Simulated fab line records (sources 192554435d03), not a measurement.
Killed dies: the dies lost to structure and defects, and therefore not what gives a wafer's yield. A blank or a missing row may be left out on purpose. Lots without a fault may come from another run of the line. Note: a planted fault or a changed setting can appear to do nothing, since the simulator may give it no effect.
Chamber matching + flow n5-finfet + 4 sister chambers for N5_BEOL_M9_CMP_52 on cmp-04
The step polishes, stops on SiCOH lowk, t overpolish 7 s, target thk 140 nm. 4 wafers are shown with their chamber, then 10 later ones without.

WAFERS, EACH WITH ITS CHAMBER
| wafer  | chamber | motor-current-A (A) |
|--------|---------|---------------------|
| L080.5 | 1       | 6.7                 |
| L086.4 | 3       | 4.8                 |
| L087.2 | 0       | 5.3                 |
| L087.3 | 2       | 6.8                 |

WAFERS WITH NO CHAMBER GIVEN
| wafer  | motor-current-A (A) |
|--------|---------------------|
| L087.4 | 7.1                 |
| L092.1 | 5.5                 |
| L092.4 | 6.9                 |
| L092.6 | 6.7                 |
| L093.1 | 6.8                 |
| L093.3 | 4.5                 |
| L093.5 | 7.2                 |
| L094.1 | 6.7                 |
| L094.2 | 4.6                 |
| L094.5 | 6.7                 |

WHICH CHAMBER EACH WENT THROUGH
| wafer  | from the rows above     | in truth |
|--------|-------------------------|----------|
| L087.4 | can't be placed: 2 or 1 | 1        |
| L092.1 | 0                       | 0        |
| L092.4 | can't be placed: 2 or 1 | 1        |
| L092.6 | can't be placed: 1 or 2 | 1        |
| L093.1 | can't be placed: 2 or 1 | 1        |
| L093.3 | 3                       | 3        |
| L093.5 | can't be placed: 2 or 1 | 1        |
| L094.1 | can't be placed: 1 or 2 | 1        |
| L094.2 | 3                       | 3        |
| L094.5 | can't be placed: 1 or 2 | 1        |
Correct placement for 3 of the 10. From these rows, 7 cannot be placed; in 7 the true chamber is one of the candidates. Wrongly placed: 0.
How it was worked out, from the rows above alone: a wafer's distance from a chamber is the root of the sum, over the readings, of the square of ((its reading less the chamber's mean) divided by the reading's scatter). The wafer belongs to the nearest chamber; if the next one is less than 2 further off, it can't be placed. Each chamber's mean is taken over the wafers shown for it. The scatter: root of mean squared gap, hidden wafer to nearest shown wafer, with one shown wafer a chamber.
